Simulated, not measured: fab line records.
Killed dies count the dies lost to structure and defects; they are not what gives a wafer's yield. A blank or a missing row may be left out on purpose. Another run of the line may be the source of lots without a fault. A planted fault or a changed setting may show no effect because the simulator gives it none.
The same fault as seen by 3 desks | flow n5Finfet | numbers are kept per desk, each desk with only its own; the story behind them comes last

AT THE TOOL OWNER'S DESK: rieDiel-01
The tool's own readings at N5_BEOL_M1_ETCH_64 (etches SOC in N2/H2, target depth 75 nm, overetch 15 nm, time 112.5 s): means of the sampled wafers that have a number, for each lot that ran on this tool. A lot is out of limits, marked OUT, if its mean lies more than 4 standard deviations from the usual mean; the brackets give that distance.
Columns: A = drypumpMotorCurrentA at N5_BEOL_M1_ETCH_64, usual 5.4 A; B = oesProductAu at N5_BEOL_M1_ETCH_64, usual 0.59 a.u.; C = rfFwdPowerW at N5_BEOL_M1_ETCH_64, usual 836.6 W; D = rfVppV at N5_BEOL_M1_ETCH_64, usual 522.5 V; E = showerheadPlenumPTorr at N5_BEOL_M1_ETCH_64, usual 2.49 Torr; F = throttleValvePct at N5_BEOL_M1_ETCH_64, usual 17.82 %
lot  | first seen here | A   | B    | C               | D               | E    | F
L539 | day 7 01:13     | 5.5 | 0.59 | 835.3           | 522.6           | 2.51 | 17.73
L540 | day 7 16:45     | 5.8 | 0.58 | 636.2 (-74) OUT | 572.2 (+18) OUT | 2.47 | 17.74
L542 | day 7 20:34     | 5.2 | 0.57 | 636.5 (-74) OUT | 574.1 (+18) OUT | 2.60 | 17.88
This desk's verdict: out of limits on L540, L542, starting with L540 at day 7 16:45 (rfFwdPowerW at N5_BEOL_M1_ETCH_64). In limits: L539.

FROM THE METROLOGY DESK
Lot by lot, what the gauges showed, no matter which tool ran the lot: averages of those sampled wafers that carry a number. A lot is out of limits, marked OUT, if its mean lies more than 4 standard deviations from the usual mean; the brackets give that distance. Of its 12 readings 7 are shown: those that lie furthest out on some lot.
Columns: A = cdNm at N5_BEOL_M1_CD_MEAS_11, usual 17.02 nm; B = M1_OVL at N5_BEOL_M1_OVL_MEAS_12, usual 0.2 nm; C = DIBL_P at N5_BEOL_M4_RC_MEAS_101, usual 36.9 mV/V; D = IOFF_P at N5_BEOL_M4_RC_MEAS_101, usual 0.22 nA/um; E = ION_P at N5_BEOL_M4_RC_MEAS_101, usual 462 uA/um; F = VT_N at N5_BEOL_M4_RC_MEAS_101, usual 249.8 mV; G = VT_P at N5_BEOL_M4_RC_MEAS_101, usual -250 mV
lot  | first seen here | A     | B    | C    | D    | E   | F     | G
L536 | day 6 07:11     | 17.26 | -0.5 | 37.8 | 0.24 | 463 | 249.2 | -248
L539 | day 7 00:43     | 17.13 | 0.1  | 35.3 | 0.25 | 474 | 250.1 | -243
L540 | day 7 16:29     | 17.36 | 1.5  | 38.8 | 0.23 | 465 | 248.4 | -250
L542 | day 7 20:21     | 16.87 | -0.6 | 36.1 | 0.19 | 457 | 249.0 | -253
L544 | day 8 11:04     | 17.12 | 0.8  | 37.0 | 0.18 | 453 | 252.5 | -255
L551 | day 10 00:59    | 17.15 | -0.4 | 37.3 | 0.22 | 458 | 247.1 | -250
This desk's finding: nothing out of limits on any of the 6 lots.

THE DEFECT DESK
Per lot, the means of the sampled wafers with a number show what the inspections along the route counted. A lot is out of limits, marked OUT, if its mean lies more than 4 standard deviations from the usual mean; the brackets give that distance.
Columns: A = rawDefectCount at N5_BEOL_M1_INSPECT_13, usual 407
lot  | first seen here | A
L536 | day 6 07:17     | 353
L539 | day 7 00:48     | 537
L540 | day 7 16:35     | 437
L542 | day 7 20:26     | 408
L544 | day 8 11:09     | 338
L551 | day 10 01:05    | 489
This desk's finding: nothing out of limits on any of the 6 lots.

ALL TOGETHER
At day 7 16:45, on L540, L542, the tool owner's desk was in a position to raise an alarm.
Nothing out of limits was seen by the metrology desk.
Nothing out of limits was seen by the defect desk.
The metrology desk holds a record of L540, L542, inside its limits.
The defect desk has L540, L542 on record, within its limits.
On rieDiel-01, each named lot ran N5_BEOL_M1_ETCH_64.

WHAT THE SIMULATOR HAD INSERTED
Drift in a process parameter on rieDiel-01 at N5_BEOL_M1_ETCH_64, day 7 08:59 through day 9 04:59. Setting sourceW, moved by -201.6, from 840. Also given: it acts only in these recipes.
Lots struck among those shown: L540, L542.
Each desk's first reading out of limits, in hours after the fault started: the tool owner's desk, 8.
